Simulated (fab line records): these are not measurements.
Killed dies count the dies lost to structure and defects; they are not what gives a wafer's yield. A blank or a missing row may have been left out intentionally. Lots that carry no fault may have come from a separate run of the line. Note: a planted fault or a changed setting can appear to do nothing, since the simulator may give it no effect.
fab line records    flow n5Finfet
record lots=24  wafers=72  lastDay=17
route steps=1938 shown BEOL_M11@1571 BEOL_M12@1602
lots untouched by any fault: they come from a run of this same line in which no faults occurred
startH: start of the lot's first displayed wafer, in hours after the record's first day    waitH: hours since the lot's step before    " the same as in the row above    L1.1+2: a single row standing in for several wafers    - no value present, or no start provided    * or withheld: withheld    < > ~ a bound
route shown NAME@n: a module of which the file shows steps, and the number in the route of the first    usual: mean and standard deviation over wafers with no fault    same: alike in all rows    chamber/n: place in a boat    sites: readings site by site    _std_site: standard deviation across them    _edge_site: inner sites' mean taken away from outer sites' mean    radiusMm: how far each site lies from the wafer's centre    mask NAME#n: copy n    behind: the most recent tool/chamber to have shaped the wafer    hold: reason for holding the lot/hours on hold/outcome of the hold    device: the n, p or np transistor that did not switch    end of line: the tests these same wafers got at the end of their route    where a step has no rows: the recipe by itself    killed: dies lost to structure and defects at the first sort, not the wafer's yield    map: a wafer's dies, marking killed ones x, the rest . and places with no die _
set.NAME: the setting that was run; set.NAME@STEP: the one run at that earlier step    model.NAME: the simulator's own value behind a step, which no gauge read
the route's steps for a sample of lots (tables are steps, rows are wafers)
services: when a tool's chamber went out of use (startH, in hours from the record's first day, below 0 if earlier), for how many hours, and the reason
## steps
# step N5_BEOL_M11_DESCUM_33
# recipe chemistry=O2  timeS=7.9  sourcePowerW=50  biasPowerW=20  pressureMtorr=20  rfFrequencyHz=2.712e+07  tempC=40  resist=CAR-ArF  o2FlowSccm=225
# usual drypumpMotorCurrentA=5.72/0.27  oesProductAu=0.76/0.086  rfVppV=243.1/1.4  showerheadPlenumPTorr=2.09/0.074  throttleValvePct=20.52/0.24
lot.wafer  tool        chamber  startH  waitH  drypumpMotorCurrentA  oesProductAu  rfHoursCounterH  rfVppV  showerheadPlenumPTorr  throttleValvePct
L074.1     rieDiel-05  1        222.32  0.3    5.71                  0.72          174              242.9   2.07                   20.02
L074.2     "           3        "       "      6.10                  0.88          26               244.0   2.22                   20.51
L074.3     "           0        "       "      5.85                  0.76          159              241.0   2.01                   20.71
L075.2     rieDiel-05  0        225.48  0.1    5.85                  0.74          161              243.0   2.01                   20.70
L075.3     "           3        "       "      6.15                  0.88          28               245.0   2.22                   20.51
L075.6     "           1        "       "      5.74                  0.71          -                242.5   2.07                   20.02
L077.1     rieDiel-05  0        237.68  0.3    5.84                  0.74          166              242.5   2.01                   20.72
L077.2     "           3        "       "      6.14                  0.88          33               243.7   2.22                   20.52
L077.5     "           1        "       "      5.76                  0.71          -                242.0   2.07                   20.03
L076.2     rieDiel-03  0        237.94  0.5    5.41                  0.70          217              243.4   2.05                   20.50
L076.5     "           0        "       "      5.40                  0.70          -                242.9   2.05                   20.50
L076.6     "           3        "       "      5.24                  0.73          -                242.0   2.07                   20.46
L078.2     rieDiel-05  1        243.37  0.0    5.72                  0.71          184              243.2   2.07                   20.01
L078.4     "           2        "       "      5.60                  0.84          66               242.4   2.11                   20.23
L078.6     "           0        "       "      5.85                  0.74          -                241.6   2.01                   20.73
L079.1     rieDiel-06  3        249.72  0.0    5.81                  0.87          58               245.2   2.13                   20.73
L079.2     "           1        "       "      5.89                  0.72          192              243.5   2.18                   20.65
L079.4     "           2        "       "      5.51                  0.69          229              243.1   2.07                   20.49
L080.2     rieDiel-03  0        253.17  0.4    5.37                  0.69          224              241.6   2.05                   20.53
L080.3     "           3        "       "      5.25                  0.72          204              242.3   2.06                   20.49
L080.6     "           3        "       "      5.26                  0.73          -                244.4   2.06                   20.47
L082.2     rieDiel-03  0        266.88  0.0    5.39                  0.69          228              242.2   2.05                   20.53
L082.3     "           1        "       "      6.24                  0.68          221              242.8   1.99                   20.67
L082.6     "           2        "       "      5.51                  0.87          -                242.8   2.24                   20.40
L083.3     rieDiel-06  1        270.86  0.0    5.87                  0.71          198              245.4   2.18                   20.67
L083.4     "           1        "       "      5.90                  0.71          -                244.6   2.18                   20.66
L083.5     "           2        "       "      5.52                  0.69          -                241.4   2.07                   20.49
L081.1     rieDiel-05  0        271.55  0.6    5.85                  0.74          176              242.0   2.00                   20.72
L081.3     "           1        "       "      5.73                  0.71          192              242.5   2.06                   20.04
L081.6     "           3        "       "      6.16                  0.87          -                244.7   2.21                   20.51
L084.1     rieDiel-06  2        282.19  0.0    5.53                  0.68          239              242.6   2.07                   20.51
L084.2     "           3        "       "      5.79                  0.85          68               243.7   2.13                   20.73
L084.4     "           1        "       "      5.95                  0.71          202              245.9   2.18                   20.67
L086.2     rieDiel-03  1        283.07  0.0    6.25                  0.68          226              241.5   1.99                   20.70
L086.3     "           3        "       "      5.24                  0.72          215              241.1   2.06                   20.48
L086.4     "           0        "       "      5.39                  0.68          233              244.5   2.04                   20.55
L085.1     rieDiel-06  3        298.57  0.0    5.76                  0.84          73               241.9   2.13                   20.73
L085.4     "           2        "       "      5.52                  0.68          244              243.6   2.07                   20.51
L085.5     "           1        "       "      5.92                  0.70          -                244.7   2.18                   20.67
L087.4     rieDiel-06  2        299.12  0.0    5.51                  0.68          245              243.7   2.07                   20.50
L087.5     "           3        "       "      5.81                  0.85          -                243.2   2.13                   20.74
L087.6     "           2        "       "      5.52                  0.68          -                243.5   2.07                   20.50
L088.2     rieDiel-03  3        302.83  0.0    5.26                  0.72          220              244.1   2.06                   20.49
L088.4     "           0        "       "      5.41                  0.68          239              240.9   2.04                   20.54
L088.6     "           3        "       "      5.25                  0.70          -                242.6   2.06                   20.51
L089.2     rieDiel-03  2        304.70  0.0    5.55                  0.86          34               243.4   2.24                   20.41
L089.3     "           3        "       "      5.24                  0.71          221              242.8   2.06                   20.50
L089.6     "           2        "       "      5.55                  0.86          -                245.9   2.24                   20.39
L090.4     rieDiel-05  1        321.60  0.1    5.69                  0.70          208              242.2   2.06                   20.07
L090.5     "           0        "       "      5.84                  0.72          -                241.5   2.00                   20.76
L090.6     "           1        "       "      5.69                  0.70          -                243.3   2.06                   20.07
L091.1     rieDiel-06  0        329.61  0.0    5.83                  0.70          197              241.8   2.08                   20.76
L091.4     "           3        "       "      5.79                  0.85          -                244.3   2.12                   20.75
L091.5     "           0        "       "      5.82                  0.70          -                242.7   2.08                   20.75
L092.1     rieDiel-03  2        333.85  0.0    5.55                  0.84          42               244.4   2.23                   20.40
L092.2     "           3        "       "      5.24                  0.71          229              242.5   2.06                   20.51
L092.4     "           0        "       "      5.37                  0.67          248              242.3   2.04                   20.55
L093.1     rieDiel-06  1        337.54  0.0    5.91                  0.69          222              244.5   2.17                   20.70
L093.3     "           2        "       "      5.54                  0.99          2                242.9   2.07                   20.04
L093.4     "           3        "       "      5.80                  0.84          87               243.7   2.12                   20.76
L094.4     rieDiel-05  2        344.99  0.2    5.56                  0.81          93               242.9   2.10                   20.25
L094.5     "           0        "       "      5.86                  0.71          -                241.4   1.99                   20.78
L094.6     "           1        "       "      5.72                  0.69          -                243.0   2.05                   20.08
L095.2     rieDiel-06  1        347.62  0.0    5.91                  0.69          224              246.5   2.17                   20.71
L095.3     "           0        "       "      5.81                  0.69          202              242.4   2.07                   20.77
L095.5     "           0        "       "      5.81                  0.70          -                243.5   2.07                   20.77
L097.3     rieDiel-06  2        358.74  0.6    5.52                  0.98          8                242.9   2.07                   20.04
L097.4     "           3        "       "      5.82                  0.83          93               241.7   2.12                   20.76
L097.6     "           3        "       "      5.85                  0.84          -                242.1   2.12                   20.78
L096.1     rieDiel-03  3        361.63  0.0    5.25                  0.70          240              241.8   2.05                   20.52
L096.2     "           2        "       "      5.56                  0.82          52               244.9   2.23                   20.43
L096.3     "           0        "       "      5.40                  0.98          2                243.1   2.04                   20.07
# step N5_BEOL_M11_STRIP_36
# recipe chemistry=N2/H2  powerW=450  tempC=40  pressureMtorr=20  rfFrequencyHz=6e+07  overashFraction=0.3  biasPowerW=7  h2Frac=0.5  n2FlowSccm=200  h2FlowSccm=200
# usual drypumpMotorCurrentA=5.72/0.27  oesProductAu=0.76/0.086  rfVppV=59.4/1.9  showerheadPlenumPTorr=2.54/0.088  throttleValvePct=23.78/0.26
lot.wafer  tool        chamber  startH  waitH  drypumpMotorCurrentA  oesProductAu  rfHoursCounterH  rfVppV  showerheadPlenumPTorr  throttleValvePct
L074.1     rieDiel-05  1        222.59  0.0    5.77                  0.73          175              59.3    2.52                   23.28
L074.2     "           3        "       "      6.13                  0.88          26               60.4    2.70                   23.90
L074.3     "           0        "       "      5.85                  0.75          159              59.3    2.42                   23.56
L075.2     rieDiel-05  0        225.75  0.0    5.84                  0.76          161              55.4    2.42                   23.54
L075.3     "           3        "       "      6.12                  0.87          29               56.8    2.70                   23.93
L075.6     "           1        "       "      5.75                  0.70          -                60.2    2.51                   23.29
L077.1     rieDiel-05  0        237.95  0.0    5.85                  0.73          167              60.8    2.42                   23.61
L077.2     "           3        "       "      6.09                  0.88          34               57.9    2.70                   23.93
L077.5     "           1        "       "      5.76                  0.72          -                59.9    2.51                   23.28
L076.2     rieDiel-03  0        238.21  0.0    5.38                  0.70          218              60.6    2.52                   24.12
L076.5     "           0        "       "      5.36                  0.69          -                58.6    2.52                   24.12
L076.6     "           3        "       "      5.25                  0.73          -                60.3    2.52                   24.05
L078.2     rieDiel-05  1        243.64  0.0    5.78                  0.71          184              58.3    2.51                   23.36
L078.4     "           2        "       "      5.56                  0.85          67               61.2    2.57                   23.47
L078.6     "           0        "       "      5.86                  0.74          -                62.6    2.42                   23.58
L079.1     rieDiel-06  3        249.99  0.0    5.77                  0.88          58               58.5    2.58                   23.98
L079.2     "           1        "       "      5.93                  0.72          192              62.0    2.64                   23.81
L079.4     "           2        "       "      5.53                  0.69          229              60.8    2.52                   23.87
L080.2     rieDiel-03  0        253.44  0.0    5.39                  0.69          224              58.4    2.51                   24.15
L080.3     "           3        "       "      5.26                  0.73          204              59.9    2.52                   24.04
L080.6     "           3        "       "      5.25                  0.73          -                58.5    2.52                   24.07
L082.2     rieDiel-03  0        267.15  0.0    5.40                  0.69          228              56.1    2.51                   24.17
L082.3     "           1        "       "      6.23                  0.69          221              55.2    2.41                   23.91
L082.6     "           2        "       "      5.48                  0.85          -                61.8    2.71                   23.44
L083.3     rieDiel-06  1        271.13  0.0    5.95                  0.70          199              57.2    2.63                   23.77
L083.4     "           1        "       "      5.91                  0.71          -                58.0    2.63                   23.79
L083.5     "           2        "       "      5.53                  0.68          -                57.1    2.52                   23.84
L081.1     rieDiel-05  0        271.82  0.0    5.82                  0.75          176              56.7    2.42                   23.58
L081.3     "           1        "       "      5.72                  0.70          192              60.8    2.51                   23.29
L081.6     "           3        "       "      6.15                  0.87          -                61.6    2.69                   23.95
L084.1     rieDiel-06  2        282.46  0.0    5.52                  0.68          239              61.5    2.51                   23.85
L084.2     "           3        "       "      5.81                  0.88          68               60.9    2.58                   23.98
L084.4     "           1        "       "      5.88                  0.71          203              62.5    2.63                   23.78
L086.2     rieDiel-03  1        283.34  0.0    6.23                  0.68          226              57.6    2.41                   23.94
L086.3     "           3        "       "      5.25                  0.72          215              57.7    2.51                   24.08
L086.4     "           0        "       "      5.35                  0.68          234              56.8    2.51                   24.15
L085.1     rieDiel-06  3        298.84  0.0    5.78                  0.85          73               59.1    2.57                   23.92
L085.4     "           2        "       "      5.53                  0.67          245              61.0    2.51                   23.89
L085.5     "           1        "       "      5.92                  0.70          -                58.6    2.63                   23.78
L087.4     rieDiel-06  2        299.39  0.0    5.50                  0.69          245              59.3    2.51                   23.88
L087.5     "           3        "       "      5.77                  0.85          -                61.7    2.57                   23.94
L087.6     "           2        "       "      5.53                  0.68          -                57.7    2.51                   23.84
L088.2     rieDiel-03  3        303.10  0.0    5.25                  0.71          221              58.9    2.51                   24.10
L088.4     "           0        "       "      5.40                  0.68          240              59.7    2.51                   24.10
L088.6     "           3        "       "      5.23                  0.72          -                61.8    2.51                   24.07
L089.2     rieDiel-03  2        304.98  0.0    5.53                  0.85          35               60.6    2.70                   23.44
L089.3     "           3        "       "      5.24                  0.70          221              58.8    2.51                   24.09
L089.6     "           2        "       "      5.58                  0.86          -                59.4    2.70                   23.44
L090.4     rieDiel-05  1        321.87  0.0    5.75                  0.70          208              61.5    2.50                   23.32
L090.5     "           0        "       "      5.87                  0.70          -                54.3    2.41                   23.61
L090.6     "           1        "       "      5.74                  0.70          -                58.0    2.50                   23.36
L091.1     rieDiel-06  0        329.88  0.0    5.82                  0.69          197              59.3    2.50                   23.97
L091.4     "           3        "       "      5.79                  0.86          -                58.8    2.57                   24.01
L091.5     "           0        "       "      5.81                  0.69          -                58.6    2.50                   23.95
L092.1     rieDiel-03  2        334.12  0.0    5.51                  0.85          42               60.0    2.70                   23.41
L092.2     "           3        "       "      5.25                  0.70          229              58.4    2.51                   24.06
L092.4     "           0        "       "      5.38                  0.68          248              61.4    2.50                   24.15
L093.1     rieDiel-06  1        337.81  0.0    5.88                  0.69          222              61.5    2.62                   23.78
L093.3     "           2        "       "      5.50                  1.00          3                57.4    2.51                   23.41
L093.4     "           3        "       "      5.82                  0.85          88               59.2    2.57                   23.98
L094.4     rieDiel-05  2        345.26  0.0    5.58                  0.82          93               54.3    2.56                   23.54
L094.5     "           0        "       "      5.87                  0.72          -                57.8    2.41                   23.62
L094.6     "           1        "       "      5.74                  0.69          -                56.5    2.50                   23.34
L095.2     rieDiel-06  1        347.89  0.0    5.89                  0.69          224              61.5    2.62                   23.82
L095.3     "           0        "       "      5.85                  0.71          202              59.3    2.50                   23.97
L095.5     "           0        "       "      5.81                  0.68          -                59.8    2.50                   24.00
L097.3     rieDiel-06  2        359.01  0.0    5.50                  0.95          8                61.3    2.51                   23.38
L097.4     "           3        "       "      5.84                  0.84          93               59.7    2.57                   23.98
L097.6     "           3        "       "      5.80                  0.83          -                64.8    2.56                   23.97
L096.1     rieDiel-03  3        361.90  0.0    5.29                  0.70          240              59.0    2.50                   24.14
L096.2     "           2        "       "      5.54                  0.83          52               56.2    2.69                   23.46
L096.3     "           0        "       "      5.38                  0.96          2                60.2    2.50                   23.64
# step N5_BEOL_M11_PRE_CLEAN_45
# recipe gas=H2/He  timeS=30  tempC=250
# usual heaterPowerW=323/33  susceptorTempC=250.03/0.17
lot.wafer  tool           chamber  startH  waitH  heaterPowerW  susceptorTempC
L074.1     pvdSputter-03  -        223.45  0.0    357           249.98
L074.2     "              -        "       "      298           249.90
L074.3     "              -        "       "      258           250.14
L075.2     pvdSputter-03  -        226.53  0.0    290           250.24
L075.3     "              -        "       "      356           250.14
L075.6     "              -        "       "      299           250.22
L077.1     pvdSputter-02  -        239.27  0.0    330           250.08
L077.2     "              -        "       "      304           249.85
L077.5     "              -        "       "      303           250.01
L076.2     pvdSputter-02  -        239.71  0.0    330           249.88
L076.5     "              -        "       "      335           250.41
L076.6     "              -        "       "      308           250.06
L078.2     pvdSputter-02  -        244.69  0.0    324           249.90
L078.4     "              -        "       "      327           250.21
L078.6     "              -        "       "      303           250.00
L079.1     pvdSputter-01  -        250.91  0.0    302           250.08
L079.2     "              -        "       "      374           250.11
L079.4     "              -        "       "      361           249.87
L080.2     pvdSputter-03  -        254.35  0.0    255           249.87
L080.3     "              -        "       "      328           249.93
L080.6     "              -        "       "      305           250.09
L082.2     pvdSputter-01  -        268.19  0.0    379           250.12
L082.3     "              -        "       "      311           250.17
L082.6     "              -        "       "      311           249.91
L083.3     pvdSputter-03  -        272.26  0.0    328           249.96
L083.4     "              -        "       "      258           250.08
L083.5     "              -        "       "      293           249.99
L081.1     pvdSputter-02  -        274.57  0.0    358           250.07
L081.3     "              -        "       "      337           250.16
L081.6     "              -        "       "      353           250.32
L084.1     pvdSputter-03  -        283.42  0.0    301           249.96
L084.2     "              -        "       "      324           250.24
L084.4     "              -        "       "      360           250.10
L086.2     pvdSputter-01  -        284.19  0.0    361           250.21
L086.3     "              -        "       "      368           250.19
L086.4     "              -        "       "      315           249.94
L085.1     pvdSputter-02  -        299.81  0.0    300           250.17
L085.4     "              -        "       "      320           249.96
L085.5     "              -        "       "      295           249.99
L087.4     pvdSputter-01  -        300.37  0.0    312           250.13
L087.5     "              -        "       "      310           249.85
L087.6     "              -        "       "      372           250.22
L088.2     pvdSputter-03  -        303.94  0.0    298           250.15
L088.4     "              -        "       "      328           250.09
L088.6     "              -        "       "      320           249.98
L089.2     pvdSputter-02  -        305.90  0.0    323           249.95
L089.3     "              -        "       "      333           250.16
L089.6     "              -        "       "      337           250.13
L090.4     pvdSputter-01  -        322.94  0.0    306           250.06
L090.5     "              -        "       "      381           249.85
L090.6     "              -        "       "      312           250.16
L091.1     pvdSputter-01  -        330.99  0.0    384           250.06
L091.4     "              -        "       "      307           249.62
L091.5     "              -        "       "      308           250.03
L092.1     pvdSputter-01  -        335.21  0.0    307           249.97
L092.2     "              -        "       "      306           249.77
L092.4     "              -        "       "      308           250.23
L093.1     pvdSputter-03  -        339.52  0.0    351           250.20
L093.3     "              -        "       "      256           249.99
L093.4     "              -        "       "      328           250.03
L094.4     pvdSputter-03  -        348.24  0.0    266           250.18
L094.5     "              -        "       "      324           249.89
L094.6     "              -        "       "      355           249.86
L095.2     pvdSputter-01  -        348.70  0.0    312           250.16
L095.3     "              -        "       "      365           249.98
L095.5     "              -        "       "      352           249.94
L097.3     pvdSputter-01  -        360.55  0.0    358           250.01
L097.4     "              -        "       "      300           249.88
L097.6     "              -        "       "      358           250.03
L096.1     pvdSputter-01  -        363.05  0.0    301           250.20
L096.2     "              -        "       "      361           249.69
L096.3     "              -        "       "      315           250.00
# step N5_BEOL_M12_ILD_DEP_00
# recipe material=SiOC  targetThkA=6589.2  tempC=350  precursor=DEMS/O2  pressureTorr=5  rfW=500  timeS=130.7
# usual heaterPowerW=486/48  showerheadPlenumPTorr=5.688/0.011  susceptorTempC=350.03/0.2  throttleValvePct=11.8/0.67
lot.wafer  tool      chamber  startH  waitH  heaterPowerW  showerheadPlenumPTorr  susceptorTempC  throttleValvePct
L074.1     pecvd-04  1        225.28  0.0    499           5.701                  350.13          11.9
L074.2     "         0        "       "      482           5.678                  350.01          12.7
L074.3     "         2        "       "      462           5.685                  349.79          11.8
L075.2     pecvd-04  0        230.56  0.0    501           5.680                  350.15          12.8
L075.3     "         1        "       "      510           5.681                  349.51          12.0
L075.6     "         1        "       "      419           5.672                  349.90          12.0
L077.1     pecvd-01  1        242.21  0.0    517           5.709                  350.01          12.0
L077.2     "         0        "       "      417           5.675                  350.32          11.6
L077.5     "         0        "       "      457           5.696                  350.36          11.3
L076.2     pecvd-04  1        242.64  0.0    491           5.685                  350.01          12.0
L076.5     "         0        "       "      409           5.693                  349.94          12.9
L076.6     "         1        "       "      519           5.681                  350.03          12.0
L078.2     pecvd-02  0        246.27  0.0    563           5.678                  350.14          11.3
L078.4     "         2        "       "      460           5.682                  350.13          10.5
L078.6     "         1        "       "      572           5.674                  350.11          12.3
L079.1     pecvd-01  1        252.46  0.0    455           5.700                  350.29          12.0
L079.2     "         2        "       "      535           5.690                  350.10          11.5
L079.4     "         0        "       "      459           5.680                  350.14          11.2
L080.2     pecvd-02  0        257.82  0.0    490           5.680                  350.16          11.6
L080.3     "         1        "       "      581           5.682                  350.17          12.2
L080.6     "         2        "       "      407           5.678                  349.86          10.7
L082.2     pecvd-04  1        270.73  0.0    497           5.691                  350.16          11.9
L082.3     "         2        "       "      395           5.700                  349.67          10.9
L082.6     "         2        "       "      443           5.691                  349.72          10.9
L083.3     pecvd-01  1        275.49  0.0    512           5.710                  350.08          11.8
L083.4     "         0        "       "      438           5.682                  349.87          11.7
L083.5     "         1        "       "      523           5.685                  350.71          12.0
L081.1     pecvd-01  0        276.38  0.0    469           5.683                  349.81          11.4
L081.3     "         1        "       "      477           5.697                  349.97          11.9
L081.6     "         0        "       "      388           5.681                  350.16          11.8
L084.1     pecvd-01  0        285.54  0.0    458           5.676                  349.84          11.6
L084.2     "         2        "       "      560           5.693                  349.80          11.3
L084.4     "         1        "       "      420           5.699                  349.77          12.0
L086.2     pecvd-04  0        285.97  0.0    510           5.676                  350.57          13.1
L086.3     "         2        "       "      438           5.677                  350.32          10.7
L086.4     "         1        "       "      413           5.695                  350.29          12.3
L085.1     pecvd-04  2        301.61  0.0    451           5.673                  350.19          11.2
L085.4     "         1        "       "      417           5.678                  349.65          12.1
L085.5     "         0        "       "      510           5.688                  350.26          13.0
L087.4     pecvd-04  2        302.53  0.1    405           5.684                  350.16          11.3
L087.5     "         0        "       "      516           5.671                  349.73          13.2
L087.6     "         1        "       "      508           5.690                  350.05          11.7
L088.2     pecvd-04  1        305.70  0.0    525           5.692                  350.18          11.7
L088.4     "         1        "       "      412           5.684                  349.90          11.9
L088.6     "         0        "       "      476           5.668                  349.99          13.0
L089.2     pecvd-01  1        308.50  0.0    508           5.696                  349.89          12.0
L089.3     "         2        "       "      512           5.709                  350.17          11.3
L089.6     "         0        "       "      462           5.688                  350.44          11.5
L090.4     pecvd-02  0        326.69  0.1    496           5.697                  349.91          11.2
L090.5     "         2        "       "      390           5.674                  349.87          11.0
L090.6     "         1        "       "      488           5.671                  350.25          12.3
L091.1     pecvd-01  2        332.60  0.0    483           5.701                  349.90          11.4
L091.4     "         2        "       "      529           5.709                  349.77          11.3
L091.5     "         1        "       "      515           5.691                  349.86          11.9
L092.1     pecvd-02  1        337.39  0.0    523           5.697                  349.90          12.6
L092.2     "         0        "       "      514           5.693                  349.75          11.4
L092.4     "         2        "       "      461           5.662                  349.85          10.9
L093.1     pecvd-01  1        342.33  0.0    492           5.707                  350.06          11.9
L093.3     "         1        "       "      524           5.691                  350.12          12.0
L093.4     "         0        "       "      436           5.678                  350.03          11.7
L094.4     pecvd-04  0        350.25  0.1    474           5.686                  349.84          13.0
L094.5     "         2        "       "      447           5.689                  350.16          10.8
L094.6     "         1        "       "      495           5.682                  349.78          11.8
L095.2     pecvd-04  1        350.77  0.0    503           5.683                  350.15          12.1
L095.3     "         0        "       "      496           5.684                  350.04          13.1
L095.5     "         2        "       "      400           5.691                  349.89          10.7
L097.3     pecvd-01  0        362.58  0.0    430           5.682                  350.07          12.1
L097.4     "         0        "       "      461           5.697                  350.06          11.7
L097.6     "         2        "       "      476           5.696                  349.92          11.5
L096.1     pecvd-04  1        366.43  0.0    454           5.685                  350.05          12.1
L096.2     "         0        "       "      501           5.704                  349.60          13.1
L096.3     "         2        "       "      483           5.681                  350.40          11.1
# step N5_BEOL_M12_CD_MEAS_10
# recipe targetCdNm=140  landingEnergyEv=500  detector=seInlens  polarity=opening
# usual cdNm=139.1/1.4
lot.wafer  tool      chamber  startH  waitH  cdNm
L074.1     cdSem-03  0        225.71  -      137.8
L074.2     "         0        "       "      138.3
L074.3     "         0        "       "      140.7
L075.2     cdSem-01  0        231.17  -      139.9
L075.3     "         0        "       "      139.7
L075.6     "         0        "       "      137.4
L077.1     cdSem-01  0        242.80  -      138.7
L077.2     "         0        "       "      139.8
L077.5     "         0        "       "      139.4
L076.2     cdSem-02  0        243.12  -      138.8
L076.5     "         0        "       "      138.5
L076.6     "         0        "       "      138.7
L078.2     cdSem-03  0        246.71  -      140.3
L078.4     "         0        "       "      139.8
L078.6     "         0        "       "      139.5
L079.1     cdSem-01  0        252.90  -      141.2
L079.2     "         0        "       "      140.1
L079.4     "         0        "       "      142.0
L080.2     cdSem-03  0        258.26  -      138.9
L080.3     "         0        "       "      137.8
L080.6     "         0        "       "      139.3
L082.2     cdSem-01  0        271.17  -      139.1
L082.3     "         0        "       "      138.9
L082.6     "         0        "       "      140.0
L083.3     cdSem-03  0        275.92  -      138.8
L083.4     "         0        "       "      139.0
L083.5     "         0        "       "      139.3
L081.1     cdSem-03  0        278.55  -      138.3
L081.3     "         0        "       "      138.8
L081.6     "         0        "       "      137.7
L084.1     cdSem-01  0        285.97  -      140.8
L084.2     "         0        "       "      136.3
L084.4     "         0        "       "      139.8
L086.2     cdSem-01  0        286.53  -      139.8
L086.3     "         0        "       "      140.5
L086.4     "         0        "       "      140.1
L085.1     cdSem-03  0        302.17  -      140.7
L085.4     "         0        "       "      140.7
L085.5     "         0        "       "      143.7
L087.4     cdSem-02  0        303.05  -      139.4
L087.5     "         0        "       "      139.1
L087.6     "         0        "       "      140.2
L088.2     cdSem-01  0        306.26  -      137.7
L088.4     "         0        "       "      139.9
L088.6     "         0        "       "      135.8
L089.2     cdSem-02  0        308.94  -      137.4
L089.3     "         0        "       "      139.3
L089.6     "         0        "       "      137.5
L090.4     cdSem-01  0        327.21  -      140.4
L090.5     "         0        "       "      138.3
L090.6     "         0        "       "      139.6
L091.1     cdSem-03  0        333.16  -      136.6
L091.4     "         0        "       "      136.2
L091.5     "         0        "       "      137.2
L092.1     cdSem-01  0        337.82  -      138.9
L092.2     "         0        "       "      138.1
L092.4     "         0        "       "      138.4
L093.1     cdSem-01  0        342.81  -      139.6
L093.3     "         0        "       "      137.5
L093.4     "         0        "       "      137.6
L094.4     cdSem-02  0        350.64  -      141.8
L094.5     "         0        "       "      141.9
L094.6     "         0        "       "      138.5
L095.2     cdSem-03  0        351.21  -      141.3
L095.3     "         0        "       "      138.5
L095.5     "         0        "       "      142.1
L097.3     cdSem-01  0        363.08  -      138.3
L097.4     "         0        "       "      138.7
L097.6     "         0        "       "      137.9
L096.1     cdSem-03  0        366.86  -      138.4
L096.2     "         0        "       "      138.4
L096.3     "         0        "       "      137.6
# step N5_BEOL_M12_OVL_MEAS_29
# recipe pointsPerWafer=44
# usual M12_OVL=0/5.2
lot.wafer  tool        chamber  startH  waitH  M12_OVL[nm]
L074.1     overlay-02  0        226.99  0.0    -1
L074.2     "           0        "       "      -7
L074.3     "           0        "       "      1
L075.2     overlay-02  0        232.28  0.1    6
L075.3     "           0        "       "      1
L075.6     "           0        "       "      7
L077.1     overlay-02  0        243.99  0.0    16
L077.2     "           0        "       "      0
L077.5     "           0        "       "      5
L076.2     overlay-02  0        244.10  0.0    -1
L076.5     "           0        "       "      2
L076.6     "           0        "       "      -3
L078.2     overlay-02  0        247.84  0.0    5
L078.4     "           0        "       "      6
L078.6     "           0        "       "      4
L079.1     overlay-02  0        254.02  0.0    -4
L079.2     "           0        "       "      -11
L079.4     "           0        "       "      -11
L080.2     overlay-01  0        259.30  0.0    3
L080.3     "           0        "       "      -6
L080.6     "           0        "       "      -1
L082.2     overlay-02  0        272.51  0.0    -8
L082.3     "           0        "       "      -5
L082.6     "           0        "       "      -10
L083.3     overlay-02  0        276.89  0.0    -1
L083.4     "           0        "       "      1
L083.5     "           0        "       "      -2
L081.1     overlay-02  0        279.61  0.0    -3
L081.3     "           0        "       "      5
L081.6     "           0        "       "      0
L084.1     overlay-01  0        287.21  0.0    14
L084.2     "           0        "       "      12
L084.4     "           0        "       "      8
L086.2     overlay-01  0        288.08  0.0    -5
L086.3     "           0        "       "      -1
L086.4     "           0        "       "      -2
L085.1     overlay-02  0        303.15  0.0    -5
L085.4     "           0        "       "      -6
L085.5     "           0        "       "      -3
L087.4     overlay-01  0        304.01  0.0    3
L087.5     "           0        "       "      -8
L087.6     "           0        "       "      2
L088.2     overlay-02  0        307.20  0.0    -4
L088.4     "           0        "       "      3
L088.6     "           0        "       "      -1
L089.2     overlay-01  0        309.94  0.0    1
L089.3     "           0        "       "      -2
L089.6     "           0        "       "      -2
L090.4     overlay-02  0        328.36  0.0    0
L090.5     "           0        "       "      4
L090.6     "           0        "       "      5
L091.1     overlay-02  0        334.12  0.0    -4
L091.4     "           0        "       "      8
L091.5     "           0        "       "      6
L092.1     overlay-02  0        339.00  0.0    0
L092.2     "           0        "       "      7
L092.4     "           0        "       "      5
L093.1     overlay-01  0        343.90  0.0    -1
L093.3     "           0        "       "      0
L093.4     "           0        "       "      11
L094.4     overlay-01  0        351.70  0.0    -4
L094.5     "           0        "       "      -1
L094.6     "           0        "       "      -8
L095.2     overlay-02  0        352.42  0.0    8
L095.3     "           0        "       "      6
L095.5     "           0        "       "      5
L097.3     overlay-02  0        364.02  0.0    4
L097.4     "           0        "       "      2
L097.6     "           0        "       "      1
L096.1     overlay-01  0        368.08  0.0    1
L096.2     "           0        "       "      6
L096.3     "           0        "       "      0
## services
tool        chamber  startH  hours  kind
rieDiel-03  2        214.25  38.8   repair
pecvd-01    1        216.41  5.0    repair
pecvd-04    1        258.07  2.8    repair
rieDiel-06  0        270.40  9.1    repair
rieDiel-05  2        270.47  12.0   repair
pecvd-04    -        277.54  5.4    repair
rieDiel-05  3        312.55  6.6    repair
rieDiel-06  2        316.25  -      clean
rieDiel-06  2        316.25  -      consumableReplace:focusRing
rieDiel-05  2        317.23  1.2    repair
pecvd-02    -        317.75  2.8    pm
rieDiel-03  2        331.22  2.2    repair
pecvd-01    0        334.50  3.8    repair
rieDiel-03  0        341.81  -      clean
rieDiel-03  0        341.81  -      consumableReplace:focusRing
rieDiel-03  0        341.81  16.5   scheduledDown
rieDiel-03  0        341.81  16.5   ventCycle
pecvd-02    0        345.35  15.8   repair
pecvd-04    -        357.99  6.0    pm
pecvd-02    -        358.11  0.8    pm
rieDiel-03  1        358.73  -      clean
rieDiel-03  1        358.73  -      consumableReplace:focusRing
rieDiel-03  1        358.73  -      consumableReplace:showerhead
rieDiel-03  1        358.73  27.6   scheduledDown
## key
fault none
